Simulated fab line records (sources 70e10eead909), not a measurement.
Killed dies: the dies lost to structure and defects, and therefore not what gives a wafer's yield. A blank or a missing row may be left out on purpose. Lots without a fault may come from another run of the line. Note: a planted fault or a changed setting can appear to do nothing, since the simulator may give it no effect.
The tool behind it: which one? :: flow nand harc :: 72 wafers from 24 lots sampled at 4 of the route's 1159 steps

## WHAT THE GAUGES SHOWED, per wafer
NHARC_A_M0_CD_MEAS_09: target cd 80 nm.
lot: L075
measured: day 17 11:28
on: cd sem-01
cd nm (nm): 79.9 80.0 79.4

lot: L074
measured: day 17 14:47
on: cd sem-03
cd nm (nm): 80.3 80.1 80.3

lot: L077
measured: day 17 20:39
on: cd sem-03
cd nm (nm): 79.8 80.5 80.7

lot: L076
measured: day 17 22:52
on: cd sem-03
cd nm (nm): 80.7 80.6 80.2

lot: L079
measured: day 18 10:40
on: cd sem-02
cd nm (nm): 79.2 78.8 78.7

lot: L080
measured: day 18 16:20
on: cd sem-03
cd nm (nm): 81.6 80.2 79.8

lot: L081
measured: day 18 19:36
on: cd sem-02
cd nm (nm): 80.2 80.4 79.2

lot: L078
measured: day 19 00:56
on: cd sem-02
cd nm (nm): 80.8 80.9 80.8

lot: L083
measured: day 19 09:40
on: cd sem-03
cd nm (nm): 78.7 78.6 79.4

lot: L082
measured: day 19 21:08
on: cd sem-01
cd nm (nm): 79.6 79.7 80.4

lot: L084
measured: day 19 21:37
on: cd sem-03
cd nm (nm): 78.7 78.8 78.6

lot: L088
measured: day 20 11:43
on: cd sem-02
cd nm (nm): 79.1 80.0 79.5

lot: L086
measured: day 20 18:23
on: cd sem-03
cd nm (nm): 78.6 79.3 79.9

lot: L085
measured: day 20 19:01
on: cd sem-03
cd nm (nm): 80.1 79.8 80.3

lot: L087
measured: day 20 19:20
on: cd sem-02
cd nm (nm): 79.3 79.8 79.8

lot: L090
measured: day 21 00:23
on: cd sem-03
cd nm (nm): 80.0 80.5 81.6

lot: L089
measured: day 21 13:08
on: cd sem-03
cd nm (nm): 80.7 80.6 80.1

lot: L093
measured: day 22 01:17
on: cd sem-02
cd nm (nm): 78.9 80.4 79.6

lot: L092
measured: day 22 06:21
on: cd sem-03
cd nm (nm): 79.2 78.6 79.3

lot: L091
measured: day 22 07:03
on: cd sem-02
cd nm (nm): 80.8 81.0 80.8

lot: L094
measured: day 22 19:41
on: cd sem-03
cd nm (nm): 79.7 79.5 79.5

lot: L096
measured: day 23 03:40
on: cd sem-02
cd nm (nm): 79.4 79.9 81.0

lot: L095
measured: day 23 13:38
on: cd sem-01
cd nm (nm): 79.5 79.4 80.3

lot: L097
measured: day 23 23:35
on: cd sem-02
cd nm (nm): 79.3 79.4 79.1

## TOOL THAT RAN EACH LOT (tool first, then ch and the chambers of the sampled wafers, then the start)
lot: L075
NHARC_A_CONTACT_ETCH_126: har cap etch-03 ch 0,1, day 16 10:55
NHARC_A_CONTACT_ETCH_127: har cap etch-03 ch 0,1, day 16 11:03
NHARC_A_CONTACT_ETCH_133: har cap etch-03 ch 0,1, day 16 11:56

lot: L074
NHARC_A_CONTACT_ETCH_126: har cap etch-02 ch 0,1, day 16 11:32
NHARC_A_CONTACT_ETCH_127: har cap etch-02 ch 0,1, day 16 11:41
NHARC_A_CONTACT_ETCH_133: har cap etch-02 ch 0,1, day 16 12:33

lot: L077
NHARC_A_CONTACT_ETCH_126: har cap etch-03 ch 0,1, day 16 22:04
NHARC_A_CONTACT_ETCH_127: har cap etch-03 ch 0,1, day 16 22:13
NHARC_A_CONTACT_ETCH_133: har cap etch-03 ch 0,1, day 16 23:06

lot: L076
NHARC_A_CONTACT_ETCH_126: har cap etch-02 ch 0,1, day 17 00:20
NHARC_A_CONTACT_ETCH_127: har cap etch-02 ch 0,1, day 17 00:28
NHARC_A_CONTACT_ETCH_133: har cap etch-02 ch 0,1, day 17 01:22

lot: L079
NHARC_A_CONTACT_ETCH_126: har cap etch-03 ch 0,1, day 17 15:47
NHARC_A_CONTACT_ETCH_127: har cap etch-03 ch 0,1, day 17 15:55
NHARC_A_CONTACT_ETCH_133: har cap etch-03 ch 0,1, day 17 16:49

lot: L080
NHARC_A_CONTACT_ETCH_126: har cap etch-01 ch 0,1, day 17 19:25
NHARC_A_CONTACT_ETCH_127: har cap etch-01 ch 0,1, day 17 19:33
NHARC_A_CONTACT_ETCH_133: har cap etch-01 ch 0,1, day 17 20:25

lot: L081
NHARC_A_CONTACT_ETCH_126: har cap etch-01 ch 0,1, day 18 00:38
NHARC_A_CONTACT_ETCH_127: har cap etch-01 ch 0,1, day 18 00:46
NHARC_A_CONTACT_ETCH_133: har cap etch-01 ch 0,1, day 18 01:38

lot: L078
NHARC_A_CONTACT_ETCH_126: har cap etch-01 ch 0,1, day 18 07:02
NHARC_A_CONTACT_ETCH_127: har cap etch-01 ch 0,1, day 18 07:11
NHARC_A_CONTACT_ETCH_133: har cap etch-01 ch 0,1, day 18 08:04

lot: L083
NHARC_A_CONTACT_ETCH_126: har cap etch-02 ch 1, day 18 11:58
NHARC_A_CONTACT_ETCH_127: har cap etch-02 ch 1, day 18 12:07
NHARC_A_CONTACT_ETCH_133: har cap etch-02 ch 1, day 18 12:59

lot: L082
NHARC_A_CONTACT_ETCH_126: har cap etch-03 ch 0,1, day 19 03:28
NHARC_A_CONTACT_ETCH_127: har cap etch-03 ch 0,1, day 19 03:36
NHARC_A_CONTACT_ETCH_133: har cap etch-03 ch 0,1, day 19 04:28

lot: L084
NHARC_A_CONTACT_ETCH_126: har cap etch-02 ch 0,1, day 19 03:46
NHARC_A_CONTACT_ETCH_127: har cap etch-02 ch 0,1, day 19 03:54
NHARC_A_CONTACT_ETCH_133: har cap etch-02 ch 0,1, day 19 04:49

lot: L088
NHARC_A_CONTACT_ETCH_126: har cap etch-02 ch 0,1, day 19 16:53
NHARC_A_CONTACT_ETCH_127: har cap etch-02 ch 0,1, day 19 17:02
NHARC_A_CONTACT_ETCH_133: har cap etch-02 ch 0,1, day 19 17:53

lot: L086
NHARC_A_CONTACT_ETCH_126: har cap etch-01 ch 0,1, day 19 18:39
NHARC_A_CONTACT_ETCH_127: har cap etch-01 ch 0,1, day 19 18:47
NHARC_A_CONTACT_ETCH_133: har cap etch-01 ch 0,1, day 19 19:39

lot: L085
NHARC_A_CONTACT_ETCH_126: har cap etch-03 ch 0,1, day 19 21:21
NHARC_A_CONTACT_ETCH_127: har cap etch-03 ch 0,1, day 19 21:29
NHARC_A_CONTACT_ETCH_133: har cap etch-03 ch 0,1, day 19 22:22

lot: L087
NHARC_A_CONTACT_ETCH_126: har cap etch-02 ch 0,1, day 19 22:31
NHARC_A_CONTACT_ETCH_127: har cap etch-02 ch 0,1, day 19 22:39
NHARC_A_CONTACT_ETCH_133: har cap etch-02 ch 0,1, day 19 23:30

lot: L090
NHARC_A_CONTACT_ETCH_126: har cap etch-02 ch 0,1, day 20 09:21
NHARC_A_CONTACT_ETCH_127: har cap etch-02 ch 0,1, day 20 09:29
NHARC_A_CONTACT_ETCH_133: har cap etch-02 ch 0,1, day 20 10:25

lot: L089
NHARC_A_CONTACT_ETCH_126: har cap etch-03 ch 0,1, day 20 10:20
NHARC_A_CONTACT_ETCH_127: har cap etch-03 ch 0,1, day 20 10:29
NHARC_A_CONTACT_ETCH_133: har cap etch-03 ch 0,1, day 20 11:20

lot: L093
NHARC_A_CONTACT_ETCH_126: har cap etch-02 ch 0,1, day 20 22:40
NHARC_A_CONTACT_ETCH_127: har cap etch-02 ch 0,1, day 20 22:49
NHARC_A_CONTACT_ETCH_133: har cap etch-02 ch 0,1, day 20 23:42

lot: L092
NHARC_A_CONTACT_ETCH_126: har cap etch-03 ch 0,1, day 21 03:29
NHARC_A_CONTACT_ETCH_127: har cap etch-03 ch 0,1, day 21 03:37
NHARC_A_CONTACT_ETCH_133: har cap etch-03 ch 0,1, day 21 04:29

lot: L091
NHARC_A_CONTACT_ETCH_126: har cap etch-01 ch 0,1, day 21 07:02
NHARC_A_CONTACT_ETCH_127: har cap etch-01 ch 0,1, day 21 07:11
NHARC_A_CONTACT_ETCH_133: har cap etch-01 ch 0,1, day 21 08:03

lot: L094
NHARC_A_CONTACT_ETCH_126: har cap etch-03 ch 0,1, day 21 21:30
NHARC_A_CONTACT_ETCH_127: har cap etch-03 ch 0,1, day 21 21:38
NHARC_A_CONTACT_ETCH_133: har cap etch-03 ch 0,1, day 21 22:31

lot: L096
NHARC_A_CONTACT_ETCH_126: har cap etch-02 ch 0,1, day 22 06:59
NHARC_A_CONTACT_ETCH_127: har cap etch-02 ch 0,1, day 22 07:07
NHARC_A_CONTACT_ETCH_133: har cap etch-02 ch 0,1, day 22 07:58

lot: L095
NHARC_A_CONTACT_ETCH_126: har cap etch-01 ch 0,1, day 22 07:23
NHARC_A_CONTACT_ETCH_127: har cap etch-01 ch 0,1, day 22 07:31
NHARC_A_CONTACT_ETCH_133: har cap etch-01 ch 0,1, day 22 08:23

lot: L097
NHARC_A_CONTACT_ETCH_126: har cap etch-03 ch 0,1, day 22 20:01
NHARC_A_CONTACT_ETCH_127: har cap etch-03 ch 0,1, day 22 20:10
NHARC_A_CONTACT_ETCH_133: har cap etch-03 ch 0,1, day 22 21:02
- NHARC_A_CONTACT_ETCH_126: etches the open film in C4F8/O2/Ar, time 155 s, target depth 956 nm.
- NHARC_A_CONTACT_ETCH_127: etches the open film in C4F8/O2/Ar, time 155 s, target depth 956 nm.
- NHARC_A_CONTACT_ETCH_133: etches the open film in C4F8/O2/Ar, time 195 s, target depth 840 nm.

## AS READ BY THE TOOLS THEMSELVES (means over the sampled wafers that have a number; for cases with no such wafer, the mark the record gives instead)
The record holds no such reading with a usual standard deviation.

## THE ANSWER, worked out from the rows above alone
Rule: usual is defined by the lots themselves. Put in order of their means at a reading, lots are off if they are a third of the lots or fewer, leave a main group of 4 or more, and stand apart from it by a gap of 3 or more times the standard deviation of the main group's means; of several such gaps the widest counts. Not used: any main group whose means are identical at the precision the tables above print for the reading. A lot without any number at a reading at which 4 lots or more have one is off too. All remaining lots with rows at the step are treated as sound. Order of review: gauges by route order, followed by the tools' own readings, for which a lot's mean as printed above is used. At the first step where some lot is off, the reading lying furthest off is the one used; lots without a number count as furthest.
Nothing can be told from this: no lot is off at any reading shown.

## WHAT THE SIMULATOR HAD PUT IN
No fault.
